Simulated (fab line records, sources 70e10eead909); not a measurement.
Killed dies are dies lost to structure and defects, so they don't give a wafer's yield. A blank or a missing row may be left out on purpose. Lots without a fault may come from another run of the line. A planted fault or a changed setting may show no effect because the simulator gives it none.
Chamber matching | flow nand_harc | NHARC_A_STAIRCASE_DEP_156 on pecvd-04: 3 sister chambers
The step deposits SiNx, target thk 50 nm. 3 wafers are shown with their chamber, then 7 later ones without.

WAFERS WITH THEIR CHAMBER
wafer  | chamber | heater_power_w (W)
L076.1 | 2       | 591
L087.1 | 1       | 570
L087.2 | 0       | 709

WAFERS WITHOUT THEIR CHAMBER
wafer  | heater_power_w (W)
L087.3 | 570
L090.1 | 688
L090.4 | 578
L090.5 | 700
L092.3 | 582
L092.5 | 662
L092.6 | 690

WHICH CHAMBER EACH WENT THROUGH
wafer  | from the rows above     | in truth
L087.3 | can't be placed: 1 or 2 | 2
L090.1 | 0                       | 0
L090.4 | can't be placed: 1 or 2 | 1
L090.5 | 0                       | 0
L092.3 | can't be placed: 2 or 1 | 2
L092.5 | can't be placed: 0 or 2 | 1
L092.6 | 0                       | 0
Placed correctly: 3 of 7. Can't be placed from these rows: 4 (the true chamber is among the candidates in 3). Placed wrongly: 0.
How it was worked out, from the rows above alone: a wafer's distance from a chamber is the root of the sum, over the readings, of the square of ((its reading less the chamber's mean) divided by the reading's scatter). The wafer belongs to the nearest chamber; if the next one is less than 2 further off, it can't be placed. A chamber's mean is the mean of its shown wafers. The scatter: with one shown wafer a chamber, the root of the mean of the squares of how far each hidden wafer lies from its nearest shown one.
